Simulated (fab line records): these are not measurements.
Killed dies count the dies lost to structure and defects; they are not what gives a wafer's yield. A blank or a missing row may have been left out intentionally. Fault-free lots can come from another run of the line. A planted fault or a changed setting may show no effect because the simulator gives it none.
fab line records -- flow n5-finfet
record lots=7, wafers=21
route steps=1938 shown BEOL_M7@1293 BEOL_M8@1338 BEOL_M9@1431 BEOL_M10@1476
start-h: hours from the record's first day to the start of the lot's first wafer shown -- wait-h: how many hours have passed since the lot's step before this one -- " repeats the value in the row above -- L1.1+2: several wafers, shown together as one row -- - no value, or no start given -- * or withheld: withheld -- < > ~ a bound
route shown NAME@n: a module of which the file shows steps, and the number in the route of the first -- usual: the fault-free wafers' mean and standard deviation -- same: alike in all rows -- chamber/n: place in a boat -- sites: readings site by site -- _std_site: their standard deviation -- _edge_site: outer sites' mean less inner sites' -- radius-mm: for every site, how far away it sits from the centre of the wafer -- mask NAME#n: copy n -- behind: the last tool/chamber to shape the wafer -- hold: why the lot was held/for how many hours/how that ended -- device: which transistor (n, p or np) failed to switch -- end of line: tests run on the same wafers once the route is complete -- for a step that has no rows: nothing shown but its recipe -- killed: not the wafer's yield, but the dies lost to structure and defects at the first sort -- map: dies across one wafer; x = killed, . = not, _ = none there
set.NAME: the setting the step ran with; set.NAME@STEP: the setting that earlier step ran with -- model.NAME: the simulator's own value behind a step, which no gauge read
one table per step and one row per wafer, for lots whose settings were changed on purpose
## steps
# step N5_BEOL_M7_EXPOSE_25
# recipe mask-id=V6, na=0.33, source-shape=annular, sigma-inner=0.4, sigma-outer=0.8, polarization=unpolarized, target-cd-nm=40, dose-mj=42.5
lot.wafer,tool,chamber,start-h,wait-h,mask,set.dose-mj
L077.4+6,euv-scanner-02,0,206.18,-,V6#0,43.65
L077.5,euv-scanner-02,0,206.18,-,V6#0,42.5
L082.2+5+6,euv-scanner-01,0,231.74,-,V6#0,42.5
L085.3,euv-scanner-02,0,272.85,-,V6#0,42.5
L085.4+5,euv-scanner-02,0,272.85,-,V6#0,44.26
L087.3+4,euv-scanner-01,0,279.06,-,V6#0,42.5
L087.6,euv-scanner-01,0,279.06,-,V6#0,41.46
L091.1+3,euv-scanner-01,0,306.11,-,V6#0,43.39
L091.2,euv-scanner-01,0,306.11,-,V6#0,42.5
L092.1+3,euv-scanner-02,0,306.38,-,V6#0,39.54
L092.5,euv-scanner-02,0,306.38,-,V6#0,42.5
L095.1+2,euv-scanner-01,0,337.36,-,V6#0,42.5
L095.5,euv-scanner-01,0,337.36,-,V6#0,45.09
# step N5_BEOL_M7_PEB_26
# recipe peb-temp-c=100, peb-time-s=60, resist=CAR-EUV
# step N5_BEOL_M7_DEVELOP_27
# recipe develop-time-s=30, developer=TMAH, resist=CAR-EUV, rinse-liquid=surfactant-rinse, dry=air-spin, dev-temp-c=23
# step N5_BEOL_M7_CD_MEAS_28
# recipe target-cd-nm=40, landing-energy-ev=500, detector=se-inlens
# usual cd-nm=39.96/0.22
lot.wafer,tool,chamber,start-h,wait-h,set.dose-mj@BEOL_M7_EXPOSE_25,cd-nm
L077.4,cd-sem-01,0,206.30,-,43.65,40.81
L077.5,cd-sem-01,0,206.30,-,42.5,40.03
L077.6,cd-sem-01,0,206.30,-,43.65,40.72
L082.2,cd-sem-03,0,231.87,-,42.5,39.45
L082.5,cd-sem-03,0,231.87,-,42.5,39.79
L082.6,cd-sem-03,0,231.87,-,42.5,39.56
L085.3,cd-sem-01,0,272.97,-,42.5,39.79
L085.4,cd-sem-01,0,272.97,-,44.26,40.88
L085.5,cd-sem-01,0,272.97,-,44.26,40.92
L087.3,cd-sem-01,0,279.18,-,42.5,40.02
L087.4,cd-sem-01,0,279.18,-,42.5,39.77
L087.6,cd-sem-01,0,279.18,-,41.46,39.48
L091.1,cd-sem-02,0,306.24,-,43.39,40.23
L091.2,cd-sem-02,0,306.24,-,42.5,39.70
L091.3,cd-sem-02,0,306.24,-,43.39,40.18
L092.1,cd-sem-01,0,306.52,-,39.54,38.17
L092.3,cd-sem-01,0,306.52,-,39.54,38.18
L092.5,cd-sem-01,0,306.52,-,42.5,39.79
L095.1,cd-sem-02,0,337.49,-,42.5,40.46
L095.2,cd-sem-02,0,337.49,-,42.5,39.77
L095.5,cd-sem-02,0,337.49,-,45.09,41.08
# step N5_BEOL_M7_DESCUM_33
# recipe chemistry=O2, time-s=7, source-power-w=50, bias-power-w=20, pressure-mtorr=20, rf-frequency-hz=2.712e+07, temp-c=40, resist=CAR-EUV, o2-flow-sccm=225
lot.wafer,tool,chamber,start-h,wait-h,set.dose-mj@BEOL_M7_EXPOSE_25,model.BEOL_M7.cd-nm
L077.4,rie-diel-04,2,206.72,0.3,43.65,40.4
L077.5,rie-diel-04,0,206.72,0.3,42.5,40
L077.6,rie-diel-04,3,206.72,0.3,43.65,40.6
L082.2+6,rie-diel-05,0,232.01,0.1,42.5,39.8
L082.5,rie-diel-05,3,232.01,0.1,42.5,40
L085.3,rie-diel-04,0,273.62,0.6,42.5,40
L085.4,rie-diel-04,2,273.62,0.6,44.26,40.8
L085.5,rie-diel-04,3,273.62,0.6,44.26,41.2
L087.3+4,rie-diel-05,"3,0",279.30,0.0,42.5,40
L087.6,rie-diel-05,0,279.30,0.0,41.46,39.4
L091.1,rie-diel-04,2,306.36,0.0,43.39,40.2
L091.2,rie-diel-04,3,306.36,0.0,42.5,40
L091.3,rie-diel-04,0,306.36,0.0,43.39,40.4
L092.1+3,rie-diel-02,"2,3",306.89,0.3,39.54,38.2
L092.5,rie-diel-02,2,306.89,0.3,42.5,39.8
L095.1+2,rie-diel-02,"1,2",337.97,0.4,42.5,40
L095.5,rie-diel-02,1,337.97,0.4,45.09,41
# step N5_BEOL_M7_ETCH_72
# recipe chemistry=N2/H2, target=underlayer, target-depth-a=65, mask-material=CAR-EUV, time-s=5.2, ion-energy-ev=200, pressure-mtorr=30, source-w=840, bias-w=150, n2-flow-sccm=200, h2-flow-sccm=200, ends=cleared
lot.wafer,tool,chamber,start-h,wait-h,set.dose-mj@BEOL_M7_EXPOSE_25,model.BEOL_M7.cd-nm
L077.4,rie-diel-04,2,206.75,0.0,43.65,40.4
L077.5,rie-diel-04,0,206.75,0.0,42.5,40
L077.6,rie-diel-04,3,206.75,0.0,43.65,40.6
L082.2+6,rie-diel-05,0,232.05,0.0,42.5,39.8
L082.5,rie-diel-05,3,232.05,0.0,42.5,40
L085.3,rie-diel-04,0,273.65,0.0,42.5,40
L085.4,rie-diel-04,2,273.65,0.0,44.26,40.6
L085.5,rie-diel-04,3,273.65,0.0,44.26,41.2
L087.3+4,rie-diel-05,"3,0",279.34,0.0,42.5,40
L087.6,rie-diel-05,0,279.34,0.0,41.46,39.4
L091.1,rie-diel-04,2,306.40,0.0,43.39,40.2
L091.2,rie-diel-04,3,306.40,0.0,42.5,40
L091.3,rie-diel-04,0,306.40,0.0,43.39,40.4
L092.1,rie-diel-02,2,306.92,0.0,39.54,38.2
L092.3,rie-diel-02,3,306.92,0.0,39.54,38
L092.5,rie-diel-02,2,306.92,0.0,42.5,40
L095.1,rie-diel-02,1,338.00,0.0,42.5,39.8
L095.2,rie-diel-02,2,338.00,0.0,42.5,40
L095.5,rie-diel-02,1,338.00,0.0,45.09,41
# step N5_BEOL_M7_ETCH_65
# recipe chemistry=CF4, target=SiARC, target-depth-a=156, mask-material=CAR-EUV, time-s=26, ion-energy-ev=80, pressure-mtorr=40, source-w=545, bias-w=36, Ar_flow_sccm=100, cf4-flow-sccm=100, ends=cleared
lot.wafer,tool,chamber,start-h,wait-h,set.dose-mj@BEOL_M7_EXPOSE_25,model.BEOL_M7.cd-nm
L077.4,rie-diel-04,2,206.77,0.0,43.65,40.4
L077.5,rie-diel-04,0,206.77,0.0,42.5,40
L077.6,rie-diel-04,3,206.77,0.0,43.65,40.6
L082.2+6,rie-diel-05,0,232.06,0.0,42.5,39.8
L082.5,rie-diel-05,3,232.06,0.0,42.5,40
L085.3,rie-diel-04,0,273.67,0.0,42.5,40
L085.4,rie-diel-04,2,273.67,0.0,44.26,40.8
L085.5,rie-diel-04,3,273.67,0.0,44.26,41
L087.3,rie-diel-05,3,279.35,0.0,42.5,39.8
L087.4,rie-diel-05,0,279.35,0.0,42.5,40
L087.6,rie-diel-05,0,279.35,0.0,41.46,39.2
L091.1,rie-diel-04,2,306.41,0.0,43.39,40.2
L091.2,rie-diel-04,3,306.41,0.0,42.5,40
L091.3,rie-diel-04,0,306.41,0.0,43.39,40.4
L092.1,rie-diel-02,2,306.94,0.0,39.54,38.4
L092.3,rie-diel-02,3,306.94,0.0,39.54,38
L092.5,rie-diel-02,2,306.94,0.0,42.5,40
L095.1,rie-diel-02,1,338.02,0.0,42.5,39.8
L095.2,rie-diel-02,2,338.02,0.0,42.5,40
L095.5,rie-diel-02,1,338.02,0.0,45.09,41
# step N5_BEOL_M7_ETCH_66
# recipe chemistry=N2/H2, target=SOC, target-depth-a=800, overetch-a=160, mask-material=SiARC, temp-c=40, time-s=120, ion-energy-ev=200, pressure-mtorr=30, source-w=840, bias-w=150, n2-flow-sccm=200, h2-flow-sccm=200
lot.wafer,tool,chamber,start-h,wait-h,set.dose-mj@BEOL_M7_EXPOSE_25,model.BEOL_M7.cd-nm
L077.4,rie-diel-04,2,206.80,0.0,43.65,40.4
L077.5,rie-diel-04,0,206.80,0.0,42.5,39.8
L077.6,rie-diel-04,3,206.80,0.0,43.65,40.6
L082.2,rie-diel-05,0,232.09,0.0,42.5,39.8
L082.5+6,rie-diel-05,"3,0",232.09,0.0,42.5,40
L085.3,rie-diel-04,0,273.70,0.0,42.5,40
L085.4,rie-diel-04,2,273.70,0.0,44.26,40.8
L085.5,rie-diel-04,3,273.70,0.0,44.26,41.2
L087.3,rie-diel-05,3,279.38,0.0,42.5,39.8
L087.4,rie-diel-05,0,279.38,0.0,42.5,40
L087.6,rie-diel-05,0,279.38,0.0,41.46,39.2
L091.1,rie-diel-04,2,306.44,0.0,43.39,40
L091.2,rie-diel-04,3,306.44,0.0,42.5,40
L091.3,rie-diel-04,0,306.44,0.0,43.39,40.2
L092.1,rie-diel-02,2,306.97,0.0,39.54,38.4
L092.3,rie-diel-02,3,306.97,0.0,39.54,37.8
L092.5,rie-diel-02,2,306.97,0.0,42.5,40.2
L095.1,rie-diel-02,1,338.05,0.0,42.5,40.2
L095.2,rie-diel-02,2,338.05,0.0,42.5,40
L095.5,rie-diel-02,1,338.05,0.0,45.09,41.4
# step N5_BEOL_M7_STRIP_69
# recipe chemistry=N2/H2, temp-c=40, n2-flow-sccm=200, h2-flow-sccm=200, rf-frequency-hz=6e+07
# step N5_BEOL_M7_STRIP_73
# recipe chemistry=N2/H2, temp-c=40, n2-flow-sccm=200, h2-flow-sccm=200, rf-frequency-hz=6e+07
# step N5_BEOL_M7_VIA_ETCH_34
# recipe chemistry=C4F6/O2, target=SiCOH_lowk, target-depth-a=1255, mask-material=SOC, taper-deg=4, time-s=50.5, ion-energy-ev=250, pressure-mtorr=30, source-w=345, bias-w=185, Ar_flow_sccm=300, C4F6_flow_sccm=10, O2_flow_sccm=10
lot.wafer,tool,chamber,start-h,wait-h,set.dose-mj@BEOL_M7_EXPOSE_25,model.BEOL_M7.cd-nm
L077.4+6,rie-diel-04,"2,3",206.90,0.0,43.65,40.6
L077.5,rie-diel-04,0,206.90,0.0,42.5,39.8
L082.2,rie-diel-05,0,232.19,0.0,42.5,39.8
L082.5,rie-diel-05,3,232.19,0.0,42.5,40.2
L082.6,rie-diel-05,0,232.19,0.0,42.5,40
L085.3,rie-diel-04,0,273.80,0.0,42.5,40
L085.4,rie-diel-04,2,273.80,0.0,44.26,40.8
L085.5,rie-diel-04,3,273.80,0.0,44.26,41.2
L087.3+4,rie-diel-05,"3,0",279.48,0.0,42.5,40
L087.6,rie-diel-05,0,279.48,0.0,41.46,39.4
L091.1+3,rie-diel-04,"2,0",306.54,0.0,43.39,40.2
L091.2,rie-diel-04,3,306.54,0.0,42.5,39.8
L092.1,rie-diel-02,2,307.07,0.0,39.54,38.4
L092.3,rie-diel-02,3,307.07,0.0,39.54,38
L092.5,rie-diel-02,2,307.07,0.0,42.5,40.2
L095.1,rie-diel-02,1,338.15,0.0,42.5,40.2
L095.2,rie-diel-02,2,338.15,0.0,42.5,40
L095.5,rie-diel-02,1,338.15,0.0,45.09,41.2
# step N5_BEOL_M8_COAT_60
# recipe resist=SiARC, temp-c=220, time-s=60, spin-rpm=1500, resist-thk-nm=35
lot.wafer,tool,chamber,start-h,wait-h,set.spin-rpm,model.SiARC_of_BEOL_M8_COAT_60.thk-nm
L077.4+6,litho-track-04,0,-,-,1500,35.2
L077.5,litho-track-04,0,-,-,1427,36
L082.2+5+6,litho-track-04,0,-,-,1500,35
L085.3+4+5,litho-track-03,0,-,-,1500,35
L087.3+4+6,litho-track-01,0,-,-,1500,35
L091.1+2,litho-track-01,0,-,-,1382,36.4
L091.3,litho-track-01,0,-,-,1382,36.6
L092.1+3,litho-track-04,0,-,-,1500,35
L092.5,litho-track-04,0,-,-,1500,35.2
L095.1,litho-track-04,0,-,-,1415,36
L095.2+5,litho-track-04,0,-,-,1500,35
# step N5_BEOL_M8_COAT_05
# recipe resist=CAR-ArF, spin-rpm=1500, resist-thk-nm=90
# step N5_BEOL_M8_EBR_07
# recipe solvent=PGMEA, ebr-width-mm=1.5
# step N5_BEOL_M8_DESCUM_16
# recipe chemistry=O2, time-s=7.9, source-power-w=50, bias-power-w=20, pressure-mtorr=20, rf-frequency-hz=2.712e+07, temp-c=40, resist=CAR-ArF, o2-flow-sccm=225
# step N5_BEOL_M8_ETCH_61
# recipe chemistry=CF4, target=SiARC, target-depth-a=455, mask-material=CAR-ArF, time-s=75.8, ion-energy-ev=80, pressure-mtorr=40, source-w=545, bias-w=36, Ar_flow_sccm=100, cf4-flow-sccm=100, ends=cleared
lot.wafer,tool,chamber,start-h,wait-h,set.spin-rpm@BEOL_M8_COAT_60,model.etch.depth-nm
L077.4,rie-diel-03,3,212.87,0.0,1500,35.11
L077.5,rie-diel-03,2,212.87,0.0,1427,35.98
L077.6,rie-diel-03,1,212.87,0.0,1500,35.16
L082.2,rie-diel-03,2,242.22,0.0,1500,35.09
L082.5,rie-diel-03,3,242.22,0.0,1500,35.03
L082.6,rie-diel-03,2,242.22,0.0,1500,35.04
L085.3+5,rie-diel-06,"2,0",278.39,0.0,1500,34.99
L085.4,rie-diel-06,3,278.39,0.0,1500,35
L087.3+6,rie-diel-03,"1,0",286.01,0.0,1500,34.92
L087.4,rie-diel-03,2,286.01,0.0,1500,34.91
L091.1+2,rie-diel-06,"0,3",311.20,0.0,1382,36.44
L091.3,rie-diel-06,2,311.20,0.0,1382,36.51
L092.1,rie-diel-01,2,311.66,0.0,1500,35.04
L092.3,rie-diel-01,3,311.66,0.0,1500,35.08
L092.5,rie-diel-01,0,311.66,0.0,1500,35.12
L095.1,rie-diel-03,3,345.46,0.0,1415,36.05
L095.2,rie-diel-03,0,345.46,0.0,1500,34.97
L095.5,rie-diel-03,0,345.46,0.0,1500,35.01
# step N5_BEOL_M8_ETCH_62
# recipe chemistry=N2/H2, target=SOC, target-depth-a=1100, overetch-a=220, mask-material=SiARC, temp-c=40, time-s=165, ion-energy-ev=200, pressure-mtorr=30, source-w=840, bias-w=150, n2-flow-sccm=200, h2-flow-sccm=200
lot.wafer,tool,chamber,start-h,wait-h,set.spin-rpm@BEOL_M8_COAT_60,model.SiARC_of_BEOL_M8_COAT_60.thk-nm
L077.4,rie-diel-03,3,212.92,0.0,1500,28.6
L077.5,rie-diel-03,2,212.92,0.0,1427,29.6
L077.6,rie-diel-03,1,212.92,0.0,1500,28.4
L082.2,rie-diel-03,2,242.27,0.0,1500,28.8
L082.5+6,rie-diel-03,"3,2",242.27,0.0,1500,28.6
L085.3,rie-diel-06,2,278.44,0.0,1500,28
L085.4,rie-diel-06,3,278.44,0.0,1500,28.6
L085.5,rie-diel-06,0,278.44,0.0,1500,28.4
L087.3+6,rie-diel-03,"1,0",286.06,0.0,1500,28.4
L087.4,rie-diel-03,2,286.06,0.0,1500,28.8
L091.1,rie-diel-06,0,311.25,0.0,1382,29.8
L091.2,rie-diel-06,3,311.25,0.0,1382,30.2
L091.3,rie-diel-06,2,311.25,0.0,1382,29.6
L092.1+5,rie-diel-01,"2,0",311.71,0.0,1500,28.4
L092.3,rie-diel-01,3,311.71,0.0,1500,28.6
L095.1,rie-diel-03,3,345.52,0.0,1415,29.6
L095.2+5,rie-diel-03,0,345.52,0.0,1500,28.4
# step N5_BEOL_M8_CURE_75
# recipe temp-c=370, time-s=120, ambient=DMADMS/He, material=SiCOH_lowk
# usual lamp-power-pct=52.31/0.052
lot.wafer,tool,chamber,start-h,wait-h,set.time-s,lamp-power-pct
L077.4,uv-cure-02,2,215.16,0.2,135.7,51.57
L077.5,uv-cure-02,2,215.16,0.2,135.7,51.55
L077.6,uv-cure-02,2,215.16,0.2,120,52.36
L082.2,uv-cure-01,2,244.96,0.1,120,52.33
L082.5,uv-cure-01,2,244.96,0.1,120,52.30
L082.6,uv-cure-01,2,244.96,0.1,120,52.29
L085.3,uv-cure-03,2,280.43,0.5,120,52.30
L085.4,uv-cure-03,2,280.43,0.5,100.3,52.34
L085.5,uv-cure-03,2,280.43,0.5,120,52.40
L087.3,uv-cure-03,1,288.31,0.1,128.6,51.96
L087.4,uv-cure-03,1,288.31,0.1,128.6,51.94
L087.6,uv-cure-03,1,288.31,0.1,120,52.30
L091.1,uv-cure-02,1,314.15,0.0,120,52.26
L091.2,uv-cure-02,1,314.15,0.0,135.6,51.46
L091.3,uv-cure-02,1,314.15,0.0,135.6,51.57
L092.1,uv-cure-01,1,314.51,0.0,120,52.33
L092.3,uv-cure-01,1,314.51,0.0,120,52.24
L092.5,uv-cure-01,1,314.51,0.0,120,52.31
L095.1,uv-cure-03,0,349.17,0.0,120,52.34
L095.2,uv-cure-03,0,349.17,0.0,120,52.28
L095.5,uv-cure-03,0,349.17,0.0,146.1,51.19
# step N5_BEOL_M9_EXPOSE_25
# recipe mask-id=V8, na=0.33, source-shape=annular, sigma-inner=0.4, sigma-outer=0.8, polarization=unpolarized, dose-mj=37.25
lot.wafer,tool,chamber,start-h,wait-h,mask,set.dose-mj
L077.4+5+6,euv-scanner-01,0,219.56,-,V8#0,38.62
L082.2+5+6,euv-scanner-01,0,255.47,-,V8#0,37.25
L085.3+4,euv-scanner-01,0,287.77,-,V8#0,37.25
L085.5,euv-scanner-01,0,287.77,-,V8#0,38.9
L087.3+6,euv-scanner-01,0,295.61,-,V8#0,37.25
L087.4,euv-scanner-01,0,295.61,-,V8#0,38.14
L091.1+2+3,euv-scanner-01,0,319.31,-,V8#0,37.25
L092.1+3+5,euv-scanner-01,0,323.26,-,V8#0,37.25
L095.1+2,euv-scanner-02,0,356.99,-,V8#0,35.8
L095.5,euv-scanner-02,0,356.99,-,V8#0,37.25
# step N5_BEOL_M9_PEB_26
# recipe peb-temp-c=100, peb-time-s=60, resist=CAR-EUV
# step N5_BEOL_M9_DEVELOP_27
# recipe develop-time-s=30, developer=TMAH, resist=CAR-EUV, rinse-liquid=surfactant-rinse, dry=air-spin, dev-temp-c=23
# step N5_BEOL_M9_CD_MEAS_28
# recipe target-cd-nm=70, landing-energy-ev=500, detector=se-inlens, polarity=opening
# usual cd-nm=69.89/0.3
lot.wafer,tool,chamber,start-h,wait-h,set.dose-mj@BEOL_M9_EXPOSE_25,cd-nm
L077.4,cd-sem-03,0,219.68,-,38.62,70.78
L077.5,cd-sem-03,0,219.68,-,38.62,70.44
L077.6,cd-sem-03,0,219.68,-,38.62,70.49
L082.2,cd-sem-03,0,255.59,-,37.25,69.47
L082.5,cd-sem-03,0,255.59,-,37.25,69.58
L082.6,cd-sem-03,0,255.59,-,37.25,69.99
L085.3,cd-sem-02,0,287.88,-,37.25,69.88
L085.4,cd-sem-02,0,287.88,-,37.25,69.85
L085.5,cd-sem-02,0,287.88,-,38.9,71.33
L087.3,cd-sem-02,0,295.73,-,37.25,69.41
L087.4,cd-sem-02,0,295.73,-,38.14,70.39
L087.6,cd-sem-02,0,295.73,-,37.25,69.83
L091.1,cd-sem-02,0,319.44,-,37.25,69.84
L091.2,cd-sem-02,0,319.44,-,37.25,69.68
L091.3,cd-sem-02,0,319.44,-,37.25,69.99
L092.1,cd-sem-01,0,323.39,-,37.25,69.92
L092.3,cd-sem-01,0,323.39,-,37.25,69.51
L092.5,cd-sem-01,0,323.39,-,37.25,70.32
L095.1,cd-sem-03,0,357.12,-,35.8,68.60
L095.2,cd-sem-03,0,357.12,-,35.8,68.59
L095.5,cd-sem-03,0,357.12,-,37.25,69.65
# step N5_BEOL_M10_COAT_60
# recipe resist=SiARC, temp-c=220, time-s=60, spin-rpm=1500, resist-thk-nm=30
lot.wafer,tool,chamber,start-h,wait-h,set.spin-rpm,model.SiARC_of_BEOL_M10_COAT_60.thk-nm
L077.4+5+6,litho-track-03,0,-,-,1500,30.2
L082.2+5+6,litho-track-03,0,-,-,1500,30
L085.3+4,litho-track-05,0,-,-,1349,31.8
L085.5,litho-track-05,0,-,-,1500,30
L087.3+4+6,litho-track-03,0,-,-,1500,30.2
L091.1+2,litho-track-03,0,-,-,1616,29
L091.3,litho-track-03,0,-,-,1500,30
L092.1+5,litho-track-05,0,-,-,1500,30.2
L092.3,litho-track-05,0,-,-,1607,29
L095.1+5,litho-track-05,0,-,-,1500,30
L095.2,litho-track-05,0,-,-,1647,28.6
# step N5_BEOL_M10_COAT_05
# recipe resist=CAR-ArF, spin-rpm=1500, resist-thk-nm=90
# step N5_BEOL_M10_EBR_07
# recipe solvent=PGMEA, ebr-width-mm=1.5
# step N5_BEOL_M10_DESCUM_16
# recipe chemistry=O2, time-s=7.9, source-power-w=50, bias-power-w=20, pressure-mtorr=20, rf-frequency-hz=2.712e+07, temp-c=40, resist=CAR-ArF, o2-flow-sccm=225
# step N5_BEOL_M10_ETCH_61
# recipe chemistry=CF4, target=SiARC, target-depth-a=390, mask-material=CAR-ArF, time-s=65, ion-energy-ev=80, pressure-mtorr=40, source-w=545, bias-w=36, Ar_flow_sccm=100, cf4-flow-sccm=100, ends=cleared
lot.wafer,tool,chamber,start-h,wait-h,set.spin-rpm@BEOL_M10_COAT_60,model.CAR-ArF_of_BEOL_M10_COAT_05.thk-nm,model.etch.depth-nm
L077.4,rie-diel-03,2,226.74,0.0,1500,55.8,30.17
L077.5,rie-diel-03,0,226.74,0.0,1500,55.2,30.18
L077.6,rie-diel-03,3,226.74,0.0,1500,55.6,30.21
L082.2,rie-diel-01,2,260.66,0.0,1500,55.4,30.05
L082.5,rie-diel-01,1,260.66,0.0,1500,55.6,30.06
L082.6,rie-diel-01,2,260.66,0.0,1500,55.6,30
L085.3,rie-diel-03,0,297.22,0.0,1349,54.2,31.71
L085.4,rie-diel-03,1,297.22,0.0,1349,54,31.85
L085.5,rie-diel-03,0,297.22,0.0,1500,55.4,30.09
L087.3,rie-diel-01,3,300.71,0.0,1500,56.2,30.11
L087.4,rie-diel-01,2,300.71,0.0,1500,56,30.19
L087.6,rie-diel-01,1,300.71,0.0,1500,55.6,30.14
L091.1,rie-diel-03,0,326.31,0.0,1616,56.8,28.93
L091.2,rie-diel-03,3,326.31,0.0,1616,56.6,29.01
L091.3,rie-diel-03,1,326.31,0.0,1500,55.6,30.04
L092.1,rie-diel-01,0,328.34,0.0,1500,55.8,30.15
L092.3,rie-diel-01,3,328.34,0.0,1607,56.4,29.08
L092.5,rie-diel-01,0,328.34,0.0,1500,55.4,30.13
L095.1,rie-diel-01,1,364.43,0.0,1500,55.6,29.97
L095.2,rie-diel-01,0,364.43,0.0,1647,57.2,28.58
L095.5,rie-diel-01,3,364.43,0.0,1500,55.4,29.97
## key
split step=N5_BEOL_M7_EXPOSE_25, setting=dose-mj, stated=42.5, by=wafer
response step=N5_BEOL_M7_CD_MEAS_28, reading=cd-nm, change=+0.214, per=1%, r=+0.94
response step=N5_BEOL_M7_DESCUM_33, reading=model.BEOL_M7.cd-nm, change=+0.206, per=1%, r=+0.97
response step=N5_BEOL_M7_ETCH_72, reading=model.BEOL_M7.cd-nm, change=+0.225, per=1%, r=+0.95
response step=N5_BEOL_M7_ETCH_65, reading=model.BEOL_M7.cd-nm, change=+0.221, per=1%, r=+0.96
response step=N5_BEOL_M7_ETCH_66, reading=model.BEOL_M7.cd-nm, change=+0.253, per=1%, r=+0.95
response step=N5_BEOL_M7_VIA_ETCH_34, reading=model.BEOL_M7.cd-nm, change=+0.243, per=1%, r=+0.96
split step=N5_BEOL_M8_COAT_60, setting=spin-rpm, stated=1500, by=wafer
response step=N5_BEOL_M8_COAT_60, reading=model.SiARC_of_BEOL_M8_COAT_60.thk-nm, change=-0.171, per=1%, r=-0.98
response step=N5_BEOL_M8_ETCH_61, reading=model.etch.depth-nm, change=-0.181, per=1%, r=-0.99
response step=N5_BEOL_M8_ETCH_62, reading=model.SiARC_of_BEOL_M8_COAT_60.thk-nm, change=-0.218, per=1%, r=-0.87
split step=N5_BEOL_M8_CURE_75, setting=time-s, stated=120, by=wafer
response step=N5_BEOL_M8_CURE_75, reading=lamp-power-pct, shape=bent, at-lowest=*, at-stated=*, at-highest=*
split step=N5_BEOL_M9_EXPOSE_25, setting=dose-mj, stated=37.25, by=wafer
response step=N5_BEOL_M9_CD_MEAS_28, reading=cd-nm, change=+0.307, per=1%, r=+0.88
split step=N5_BEOL_M10_COAT_60, setting=spin-rpm, stated=1500, by=wafer
response step=N5_BEOL_M10_COAT_60, reading=model.SiARC_of_BEOL_M10_COAT_60.thk-nm, change=-0.156, per=1%, r=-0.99
response step=N5_BEOL_M10_ETCH_61, reading=model.CAR-ArF_of_BEOL_M10_COAT_05.thk-nm, change=+0.143, per=1%, r=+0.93
response step=N5_BEOL_M10_ETCH_61, reading=model.etch.depth-nm, change=-0.15, per=1%, r=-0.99
